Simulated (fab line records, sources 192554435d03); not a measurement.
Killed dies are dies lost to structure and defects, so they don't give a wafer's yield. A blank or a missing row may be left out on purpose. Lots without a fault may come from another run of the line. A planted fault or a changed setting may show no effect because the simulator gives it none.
Problem report in the 8D (eight disciplines) form, filled by code | flow n5_finfet | the parts of the form that need people (team, actions taken, sign-off) are left out

1. THE PROBLEM
run_length_s at N5_BEOL_M10_CVD_75 reads a mean of 111.1 s on 2 wafers of 2 lots; wafers without a fault read 162.0 s with a standard deviation of 0.46. That is -99 or more standard deviations from the usual mean.
The step: deposits Co from CCTBA/H2, target thk 2 nm, time 138.9 s.
First seen on wafer L233.3, day 16 23:27, on cvd_co-02. The record holds 36 wafers of 12 lots with a number at this step. Rule for "out", or "out of limits": more than 4 standard deviations from the usual mean. The other wafers with a number count as sound.

2. WHAT IT IS AND WHAT IT IS NOT
question                    | is                | is not
which readings at this step | run_length_s      | -
which lots                  | L231, L233        | L212, L214, L216, L217, L218, L220, L221, L222, L223, L235
which wafers of those lots  | L231.6, L233.3    | L231.2, L231.4, L233.1, L233.4
read on which tools         | cvd_co-02         | cvd_co-01
when                        | from day 16 23:27 | up to then (29 sound wafers); but 5 sound wafers of L231, L235 came after

3. SUSPECTS, AND WHAT RULES EACH OUT
Counting: a tool at a process step up to the reading stays a suspect if it ran every lot that is out. Sound lots after the first of them don't rule it out here, since some wafers of a struck lot are sound.
- pvd_sputter-03 at N5_BEOL_M10_PRE_CLEAN_45 (time 30 s): kept. It ran every lot that is out, first L233 (day 16 23:01); its last sound lot up to then is L223 (day 13 17:34).
- cvd_co-02 at N5_BEOL_M10_CVD_75 (deposits Co from CCTBA/H2, target thk 2 nm, time 138.9 s): kept. It ran every lot that is out, first L233 (day 16 23:27); its last sound lot up to then is L222 (day 14 14:17). Its own readings are out on those wafers: run_length_s.
Left after counting: pvd_sputter-03 at N5_BEOL_M10_PRE_CLEAN_45, cvd_co-02 at N5_BEOL_M10_CVD_75.

4. THE CAUSE (what the simulator had put in)
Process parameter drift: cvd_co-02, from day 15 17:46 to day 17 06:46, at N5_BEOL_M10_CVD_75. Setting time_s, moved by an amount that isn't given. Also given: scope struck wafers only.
Counting left 2 suspects, and this tool is among them.

5. THE CHAIN OF EFFECTS, in route order
Each row: a reading whose mean over the struck wafers that have a number lies more than 3 standard deviations from the usual. Only readings for which the record gives a usual standard deviation are gone through. hours: the time from each lot's start at the first step in this table that gives one to its start at this step, as a median over the lots. sigmas: the change in usual standard deviations.
hours | step               | reading      | usual   | on struck wafers | change | sigmas
0     | N5_BEOL_M10_CVD_75 | run_length_s | 162.0 s | 111.1            | -50.9  | -99 or more
The process steps in it:
- N5_BEOL_M10_CVD_75: deposits Co from CCTBA/H2, target thk 2 nm, time 138.9 s.

6. WHAT WOULD HAVE CAUGHT IT SOONER
In this record the first reading out of limits was taken at day 16 23:27, 30 hours after the fault began at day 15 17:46.
